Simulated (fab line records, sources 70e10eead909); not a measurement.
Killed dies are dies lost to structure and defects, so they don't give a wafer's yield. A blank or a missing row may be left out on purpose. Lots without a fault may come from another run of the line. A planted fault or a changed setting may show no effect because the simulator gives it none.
Chamber matching | flow nand_harc | NHARC_A_WL_FILL_CMP_12 on cmp-04: 4 sister chambers
The step polishes, t overpolish 30 s, target thk 75 nm. 4 wafers are shown with their chamber, then 7 later ones without.

WAFERS WITH THEIR CHAMBER
wafer  | chamber | motor_current_A (A)
L090.2 | 1       | 12.6
L090.4 | 2       | 11.5
L090.1 | 3       | 12.5
L090.3 | 0       | 10.7

WAFERS WITHOUT THEIR CHAMBER
wafer  | motor_current_A (A)
L090.5 | 11.1
L091.1 | 11.7
L091.3 | 11.1
L091.6 | 11.3
L092.1 | 11.3
L092.3 | 12.3
L092.5 | 11.0

WHICH CHAMBER EACH WENT THROUGH
wafer  | from the rows above     | in truth
L090.5 | can't be placed: 0 or 2 | 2
L091.1 | 2                       | 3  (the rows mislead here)
L091.3 | can't be placed: 0 or 2 | 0
L091.6 | can't be placed: 2 or 0 | 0
L092.1 | can't be placed: 2 or 0 | 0
L092.3 | can't be placed: 3 or 1 | 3
L092.5 | can't be placed: 0 or 2 | 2
Placed correctly: 0 of 7. Can't be placed from these rows: 6 (the true chamber is among the candidates in 6). Placed wrongly: 1.
How it was worked out, from the rows above alone: a wafer's distance from a chamber is the root of the sum, over the readings, of the square of ((its reading less the chamber's mean) divided by the reading's scatter). The wafer belongs to the nearest chamber; if the next one is less than 2 further off, it can't be placed. A chamber's mean is the mean of its shown wafers. The scatter: with one shown wafer a chamber, the root of the mean of the squares of how far each hidden wafer lies from its nearest shown one.
